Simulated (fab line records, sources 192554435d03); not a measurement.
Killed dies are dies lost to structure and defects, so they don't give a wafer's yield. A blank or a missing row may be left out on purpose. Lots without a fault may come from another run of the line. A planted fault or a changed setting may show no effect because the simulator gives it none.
Chamber matching | flow n5_finfet | N5_BEOL_M8_CURE_74 on uv_cure-01: 3 sister chambers
The step cures SiCOH lowk, time 240 s. 3 wafers are shown with their chamber, then 8 later ones without.

WAFERS WITH THEIR CHAMBER
wafer  | chamber | wafer_temp_C_max
L084.6 | 1       | 386.3
L082.5 | 0       | 386.3
L086.1 | 2       | 386.5

WAFERS WITHOUT THEIR CHAMBER
wafer  | wafer_temp_C_max
L086.2 | 387.4
L086.3 | 386.0
L088.2 | 387.5
L088.3 | 387.2
L088.5 | 387.8
L092.2 | 386.6
L092.3 | 386.8
L092.5 | 387.6

WHICH CHAMBER EACH WENT THROUGH
wafer  | from the rows above          | in truth
L086.2 | can't be placed: 2 or 0 or 1 | 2
L086.3 | can't be placed: 0 or 1 or 2 | 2
L088.2 | can't be placed: 2 or 0 or 1 | 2
L088.3 | can't be placed: 2 or 0 or 1 | 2
L088.5 | can't be placed: 2 or 0 or 1 | 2
L092.2 | can't be placed: 2 or 0 or 1 | 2
L092.3 | can't be placed: 2 or 0 or 1 | 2
L092.5 | can't be placed: 2 or 0 or 1 | 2
Placed correctly: 0 of 8. Can't be placed from these rows: 8 (the true chamber is among the candidates in 8). Placed wrongly: 0.
How it was worked out, from the rows above alone: a wafer's distance from a chamber is the root of the sum, over the readings, of the square of ((its reading less the chamber's mean) divided by the reading's scatter). The wafer belongs to the nearest chamber; if the next one is less than 2 further off, it can't be placed. A chamber's mean is the mean of its shown wafers. The scatter: with one shown wafer a chamber, the root of the mean of the squares of how far each hidden wafer lies from its nearest shown one.
